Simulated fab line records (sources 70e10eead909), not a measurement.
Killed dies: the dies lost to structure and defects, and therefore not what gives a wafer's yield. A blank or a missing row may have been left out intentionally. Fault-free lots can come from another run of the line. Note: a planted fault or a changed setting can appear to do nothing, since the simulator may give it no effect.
Which tool was responsible? + flow nand_harc + Sampling: 12 lots, 36 wafers, 6 of 1302 route steps

## WHAT THE GAUGES SHOWED, per wafer
NHARC_P_GATE_CD_MEAS_46: target cd 720 nm. Usual: 719.1 nm for cd_nm, sd 1.9.
| lot  | measured     | on        | cd_nm (nm)        | flag |
|------|--------------|-----------|-------------------|------|
| L640 | day 6 05:18  | cd_sem-02 | - - -             | OFF  |
| L643 | day 7 09:32  | cd_sem-03 | 717.9 716.9 718.2 |      |
| L651 | day 10 22:20 | cd_sem-03 | 720.5 718.4 722.3 |      |
| L652 | day 11 15:33 | cd_sem-03 | 721.6 720.5 718.2 |      |
| L653 | day 11 16:04 | cd_sem-02 | 719.6 721.7 720.9 |      |
| L655 | day 12 14:27 | cd_sem-02 | 722.3 720.4 720.5 |      |
| L656 | day 12 23:19 | cd_sem-03 | 717.7 717.1 715.3 |      |
| L657 | day 13 12:31 | cd_sem-03 | 722.2 721.5 717.8 |      |
| L658 | day 14 00:53 | cd_sem-03 | 718.7 719.4 719.8 |      |
| L659 | day 14 17:11 | cd_sem-03 | 721.1 717.4 717.7 |      |
| L660 | day 14 20:00 | cd_sem-03 | 719.9 718.7 720.0 |      |
| L661 | day 15 03:56 | cd_sem-02 | 715.7 715.1 717.2 |      |

NHARC_END_SORT_01. Usual: killed_at_array 56, standard deviation 19; killed_at_other 1.0, standard deviation 1.3; killed_at_periphery 3.8, standard deviation 2.2; killed_dies 61, standard deviation 19; killed_open 3.1, standard deviation 1.9; killed_short 2.3, standard deviation 1.5.
| lot  | measured     | on        | killed_at_array | killed_at_other | killed_at_periphery | killed_dies | killed_open | killed_short | flag |
|------|--------------|-----------|-----------------|-----------------|---------------------|-------------|-------------|--------------|------|
| L640 | day 25 09:32 | prober-02 | 32 19 25        | 3 0 0           | 642 658 652         | 677 677 677 | 8 2 6       | 5 4 1        | OFF  |
| L643 | day 26 00:35 | prober-01 | 43 49 45        | 0 4 0           | 4 5 3               | 47 58 48    | 3 3 1       | 1 3 2        |      |
| L651 | day 30 05:26 | prober-02 | 79 75 67        | 6 0 4           | 5 5 1               | 90 80 72    | 1 2 6       | 5 5 2        |      |
| L652 | day 30 09:55 | prober-01 | 50 38 46        | 3 1 2           | 3 1 6               | 56 40 54    | 2 4 0       | 2 1 2        |      |
| L653 | day 30 17:17 | prober-02 | 55 50 45        | 0 0 1           | 1 2 2               | 56 52 48    | 3 4 3       | 3 3 2        |      |
| L655 | day 31 20:24 | prober-01 | 49 57 67        | 0 0 0           | 3 6 6               | 52 63 73    | 2 7 6       | 4 1 1        |      |
| L656 | day 32 00:27 | prober-02 | 30 32 37        | 1 0 0           | 2 2 0               | 33 34 37    | 4 1 4       | 0 0 2        |      |
| L657 | day 32 05:02 | prober-01 | 88 96 75        | 0 2 0           | 5 4 3               | 93 102 78   | 4 2 2       | 1 1 1        |      |
| L658 | day 32 09:05 | prober-02 | 32 37 37        | 0 2 3           | 7 4 4               | 39 43 44    | 2 4 6       | 2 4 4        |      |
| L659 | day 33 05:19 | prober-02 | 52 78 48        | 1 0 1           | 0 1 6               | 53 79 55    | 2 9 2       | 2 2 1        |      |
| L660 | day 33 03:59 | prober-01 | 45 45 50        | 2 3 2           | 4 5 1               | 51 53 53    | 2 3 2       | 5 3 3        |      |
| L661 | day 34 11:44 | prober-02 | 70 73 84        | 0 1 3           | 2 3 1               | 72 77 88    | 1 3 5       | 0 5 3        |      |

## WHAT TOOL EACH LOT RAN ON (gives the tool, then ch and the chambers of the sampled wafers, and finally the start)
| lot  | NHARC_P_GATE_ETCH_32             | NHARC_P_GATE_STRIP_108             | NHARC_P_GATE_EXPOSE_43            | NHARC_P_GATE_STRIP_112               |
|------|----------------------------------|------------------------------------|-----------------------------------|--------------------------------------|
| L640 | rie_si-01 ch 1,3, day 5 17:59    | rie_diel-03 ch 1,2, day 5 18:10    | krf_scanner-02 ch 0, day 6 05:08  | plasma_asher-02 ch 0,1, day 6 07:43  |
| L643 | rie_si-03 ch 1,3, day 6 22:05    | rie_diel-03 ch 2,3, day 6 22:16    | krf_scanner-02 ch 0, day 7 09:22  | plasma_asher-02 ch 0,1, day 7 11:41  |
| L651 | rie_si-02 ch 0,1, day 10 11:02   | rie_diel-03 ch 0,2,3, day 10 11:13 | krf_scanner-01 ch 0, day 10 22:10 | plasma_asher-01 ch 0,1, day 11 00:40 |
| L652 | rie_si-03 ch 1,2,3, day 11 04:08 | rie_diel-07 ch 0,2,3, day 11 04:22 | krf_scanner-02 ch 0, day 11 15:24 | plasma_asher-01 ch 0,1, day 11 17:56 |
| L653 | rie_si-03 ch 1,2,3, day 11 04:43 | rie_diel-03 ch 0,3, day 11 04:53   | krf_scanner-03 ch 0, day 11 15:55 | plasma_asher-02 ch 0,1, day 11 18:26 |
| L655 | rie_si-02 ch 0,1,2, day 12 03:11 | rie_diel-07 ch 0,2, day 12 03:20   | krf_scanner-02 ch 0, day 12 14:18 | plasma_asher-02 ch 1, day 12 16:53   |
| L656 | rie_si-02 ch 0,3, day 12 11:54   | rie_diel-11 ch 0,2,3, day 12 12:05 | krf_scanner-01 ch 0, day 12 23:10 | plasma_asher-01 ch 0,1, day 13 01:34 |
| L657 | rie_si-02 ch 0,1,3, day 13 01:11 | rie_diel-07 ch 0,1,3, day 13 01:20 | krf_scanner-03 ch 0, day 13 12:22 | plasma_asher-02 ch 0,1, day 13 14:43 |
| L658 | rie_si-01 ch 0,2,3, day 13 11:41 | rie_diel-03 ch 0,3, day 13 11:50   | krf_scanner-03 ch 0, day 14 00:44 | plasma_asher-01 ch 0,1, day 14 03:17 |
| L659 | rie_si-02 ch 0,1,2, day 14 05:50 | rie_diel-07 ch 0,1, day 14 06:00   | krf_scanner-02 ch 0, day 14 17:02 | plasma_asher-02 ch 0,1, day 14 19:27 |
| L660 | rie_si-03 ch 0,1,2, day 14 08:41 | rie_diel-07 ch 0,1,2, day 14 08:52 | krf_scanner-02 ch 0, day 14 19:50 | plasma_asher-02 ch 0,1, day 14 22:28 |
| L661 | rie_si-02 ch 1,3, day 14 16:30   | rie_diel-07 ch 0,3, day 14 16:39   | krf_scanner-03 ch 0, day 15 03:46 | plasma_asher-02 ch 0,1, day 15 06:10 |
- NHARC_P_GATE_ETCH_32: etches the open film in HBr/Cl2, target depth 150 nm, time 100.1 s.
- NHARC_P_GATE_STRIP_108: strips in O2.
- NHARC_P_GATE_EXPOSE_43: exposes mask P NSD, target cd 720 nm.
- NHARC_P_GATE_STRIP_112: strips in N2/H2, time 200 s.

## WHAT THE TOOLS THEMSELVES READ (means of the sampled wafers that have a number; where no wafer has one, the mark that the record gives instead)
NHARC_P_GATE_ETCH_32. Usual: drypump_motor_current_A 5.9 A, standard deviation 0.4; oes_product_au 0.996 a.u., standard deviation 0.0092; throttle_valve_pct 26.407 %, standard deviation 0.009.
| lot  | tool      | drypump_motor_current_A (A) | oes_product_au (a.u.) | throttle_valve_pct (%) | flag |
|------|-----------|-----------------------------|-----------------------|------------------------|------|
| L640 | rie_si-01 | 5.6                         | 1.008                 | 26.401                 |      |
| L643 | rie_si-03 | 5.5                         | 0.993                 | 26.417                 |      |
| L651 | rie_si-02 | 5.9                         | 1.000                 | 26.411                 |      |
| L652 | rie_si-03 | 5.5                         | 0.990                 | 26.406                 |      |
| L653 | rie_si-03 | 5.5                         | 0.989                 | 26.399                 |      |
| L655 | rie_si-02 | 5.9                         | 0.996                 | 26.405                 |      |
| L656 | rie_si-02 | 6.4                         | 0.988                 | 26.400                 |      |
| L657 | rie_si-02 | 6.0                         | 0.990                 | 26.405                 |      |
| L658 | rie_si-01 | 6.1                         | 0.994                 | 26.403                 |      |
| L659 | rie_si-02 | 5.9                         | 0.995                 | 26.404                 |      |
| L660 | rie_si-03 | 5.6                         | 0.991                 | 26.402                 |      |
| L661 | rie_si-02 | 6.1                         | 1.003                 | 26.406                 |      |

NHARC_P_GATE_STRIP_108. Usual: drypump_motor_current_A 5.92 A, standard deviation 0.29; oes_product_au 1.002 a.u., standard deviation 0.011; rf_vpp_V 57.8 V, standard deviation 0.79; showerhead_plenum_p_Torr 3.55 Torr, standard deviation 0.12; throttle_valve_pct 17.036 %, standard deviation 0.0085.
| lot  | tool        | drypump_motor_current_A (A) | oes_product_au (a.u.) | rf_vpp_V (V) | showerhead_plenum_p_Torr (Torr) | throttle_valve_pct (%) | flag |
|------|-------------|-----------------------------|-----------------------|--------------|---------------------------------|------------------------|------|
| L640 | rie_diel-03 | 5.75                        | 1.004                 | 57.6         | 3.60                            | 17.033                 |      |
| L643 | rie_diel-03 | 5.89                        | 0.996                 | 58.2         | 3.68                            | 17.036                 |      |
| L651 | rie_diel-03 | 5.85                        | 1.005                 | 57.9         | 3.58                            | 17.039                 |      |
| L652 | rie_diel-07 | 6.00                        | 0.986                 | 57.9         | 3.51                            | 17.036                 |      |
| L653 | rie_diel-03 | 5.92                        | 1.000                 | 58.6         | 3.61                            | 17.041                 |      |
| L655 | rie_diel-07 | 6.00                        | 0.991                 | 57.5         | 3.50                            | 17.025                 |      |
| L656 | rie_diel-11 | 5.73                        | 1.004                 | 57.9         | 3.68                            | 17.036                 |      |
| L657 | rie_diel-07 | 5.98                        | 0.993                 | 58.3         | 3.44                            | 17.041                 |      |
| L658 | rie_diel-03 | 5.88                        | 1.022                 | 58.0         | 3.52                            | 17.031                 |      |
| L659 | rie_diel-07 | 5.99                        | 1.006                 | 57.3         | 3.43                            | 17.028                 |      |
| L660 | rie_diel-07 | 6.21                        | 0.999                 | 57.0         | 3.50                            | 17.035                 |      |
| L661 | rie_diel-07 | 5.78                        | 1.006                 | 57.1         | 3.44                            | 17.035                 |      |

NHARC_P_GATE_STRIP_112. Usual: drypump_motor_current_A 6.0 A, standard deviation 0.42; heater_power_w 83 W, standard deviation 3.4.
| lot  | tool            | drypump_motor_current_A (A) | heater_power_w (W) | flag |
|------|-----------------|-----------------------------|--------------------|------|
| L640 | plasma_asher-02 | 6.3                         | 84                 |      |
| L643 | plasma_asher-02 | 6.3                         | 82                 |      |
| L651 | plasma_asher-01 | 5.5                         | 83                 |      |
| L652 | plasma_asher-01 | 5.5                         | 84                 |      |
| L653 | plasma_asher-02 | 6.2                         | 82                 |      |
| L655 | plasma_asher-02 | 6.5                         | 89                 |      |
| L656 | plasma_asher-01 | 5.4                         | 85                 |      |
| L657 | plasma_asher-02 | 6.2                         | 82                 |      |
| L658 | plasma_asher-01 | 5.4                         | 84                 |      |
| L659 | plasma_asher-02 | 6.3                         | 85                 |      |
| L660 | plasma_asher-02 | 6.3                         | 85                 |      |
| L661 | plasma_asher-02 | 6.3                         | 85                 |      |

## THE ANSWER, worked out from the rows above alone
Rule: take the mean of a lot's wafers that have a number; if it is more than 3 standard deviations from the usual mean, the lot is off. Also off: a lot with no number at a reading for which 4 or more lots have one. Any other lot the step has rows for is counted as sound. Order of review: gauges by route order, followed by the tools' own readings, for which a lot's mean as printed above is used. The first step at which some lot is off is used, and at that step the reading that is off furthest; a lot without a number counts as furthest.
Off, at NHARC_P_GATE_CD_MEAS_46 on cd_nm: L640. Without a number there: L640.
A tool fits if, at a process step before that reading, it ran every lot that is off, and no sound lot after the first of them. The gauges at NHARC_P_GATE_CD_MEAS_46 aren't tried: what is off there is off at NHARC_END_SORT_01 too, on other tools, and a gauge's error can't cause that. Not one of the candidates tried fits.

## WHAT WAS PUT IN BY THE SIMULATOR
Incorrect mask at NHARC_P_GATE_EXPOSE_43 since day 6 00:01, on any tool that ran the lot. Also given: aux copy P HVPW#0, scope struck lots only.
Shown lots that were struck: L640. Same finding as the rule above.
